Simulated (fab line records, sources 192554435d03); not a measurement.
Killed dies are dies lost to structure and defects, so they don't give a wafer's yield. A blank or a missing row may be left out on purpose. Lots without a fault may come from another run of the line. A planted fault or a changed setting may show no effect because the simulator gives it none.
Chamber matching | flow n5_finfet | N5_BEOL_M0_SAQP_ALD_48 on ald_sin-04: 3 sister chambers
The step deposits SiO2, target thk 20 nm, pulse time 1 s, co reactant pulse time 1 s. 3 wafers are shown with their chamber, then 9 later ones without.

WAFERS WITH THEIR CHAMBER
wafer  | chamber | heater_power_w (W)
L088.1 | 3       | 80
L088.3 | 0       | 74
L088.4 | 2       | 72

WAFERS WITHOUT THEIR CHAMBER
wafer  | heater_power_w (W)
L089.1 | 76
L089.2 | 70
L089.6 | 70
L090.1 | 73
L090.2 | 80
L090.4 | 75
L096.3 | 82
L096.5 | 75
L096.6 | 78

WHICH CHAMBER EACH WENT THROUGH
wafer  | from the rows above          | in truth
L089.1 | can't be placed: 0 or 2 or 3 | 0
L089.2 | can't be placed: 2 or 0      | 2
L089.6 | can't be placed: 2 or 0      | 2
L090.1 | can't be placed: 0 or 2      | 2
L090.2 | 3                            | 3
L090.4 | can't be placed: 0 or 2      | 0
L096.3 | 3                            | 3
L096.5 | can't be placed: 0 or 2      | 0
L096.6 | can't be placed: 3 or 0      | 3
Placed correctly: 2 of 9. Can't be placed from these rows: 7 (the true chamber is among the candidates in 7). Placed wrongly: 0.
How it was worked out, from the rows above alone: a wafer's distance from a chamber is the root of the sum, over the readings, of the square of ((its reading less the chamber's mean) divided by the reading's scatter). The wafer belongs to the nearest chamber; if the next one is less than 2 further off, it can't be placed. A chamber's mean is the mean of its shown wafers. The scatter: with one shown wafer a chamber, the root of the mean of the squares of how far each hidden wafer lies from its nearest shown one.
